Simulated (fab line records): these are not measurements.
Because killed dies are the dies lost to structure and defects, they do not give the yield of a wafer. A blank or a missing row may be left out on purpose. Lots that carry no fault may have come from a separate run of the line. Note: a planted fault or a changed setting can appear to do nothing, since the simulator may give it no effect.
Which tool was responsible?	flow nandHarc	42 wafers sampled from 14 lots at 1 step of a route of 1302

## WHAT EACH GAUGE READ, for each wafer
NHARC_P_M2_OVL_MEAS_10: pitch 340 nm. Usual: overlayXNm 0.0 nm, standard deviation 0.94; overlayYNm 0.2 nm, standard deviation 0.78.
lot	measured	on	overlayXNm (nm)	overlayYNm (nm)	flag
L258	day 6 12:59	overlay-02	-0.3 -0.1 0.2	0.4 0.0 0.9	
L260	day 7 00:34	overlay-02	-0.5 -0.4 -0.8	0.5 -0.2 0.2	
L261	day 7 10:51	overlay-01	0.8 1.4 1.1	1.2 1.0 1.2	
L262	day 8 00:43	overlay-02	-0.5 0.0 -0.6	0.6 0.6 0.8	
L263	day 8 08:59	overlay-01	2.2 1.4 1.9	0.6 0.4 0.4	
L268	day 10 10:43	overlay-02	-1.3 -0.5 -0.6	1.2 1.6 1.0	
L273	day 12 12:24	overlay-01	-0.7 0.1 -0.3	-1.2 -1.1 -1.1	
L272	day 12 15:02	overlay-01	0.6 0.8 0.4	0.6 0.5 0.9	
L274	day 13 02:07	overlay-02	0.3 -0.3 0.2	0.4 0.4 0.3	
L275	day 13 10:40	overlay-02	-0.2 -1.0 0.3	-1.1 -1.0 -1.3	
L276	day 14 03:20	overlay-02	-1.0 -0.3 -1.2	-0.3 -0.3 -0.4	
L278	day 14 23:06	overlay-02	0.0 -0.4 0.2	1.1 1.5 0.7	
L279	day 15 09:33	overlay-02	1.5 1.5 2.1	0.0 -0.2 -0.5	
L280	day 16 01:38	overlay-01	-1.6 -1.5 -1.7	-0.8 -0.8 -0.8	

## WHAT TOOL EACH LOT RAN ON (gives the tool, then ch and the chambers of the sampled wafers, and finally the start)
Record: no process step prior to these readings.

## WHAT THE TOOLS THEMSELVES READ (means of the sampled wafers that have a number; where no wafer has one, the mark that the record gives instead)
The record holds no such reading with a usual standard deviation.

## THE ANSWER, worked out from the rows above alone
Rule: a lot counts as off when the mean over its wafers that have a number is more than 3 standard deviations away from the usual mean. A lot without any number at a reading at which 4 lots or more have one is off too. Where the step has rows for the other lots, those lots are counted as sound. Order of review: gauges by route order, followed by the tools' own readings, for which a lot's mean as printed above is used. The first step at which some lot is off is used, and at that step the reading that is off furthest; a lot without a number counts as furthest.
None of the lots is off at any reading shown; this tells nothing.

## WHAT HAD BEEN PUT IN BY THE SIMULATOR
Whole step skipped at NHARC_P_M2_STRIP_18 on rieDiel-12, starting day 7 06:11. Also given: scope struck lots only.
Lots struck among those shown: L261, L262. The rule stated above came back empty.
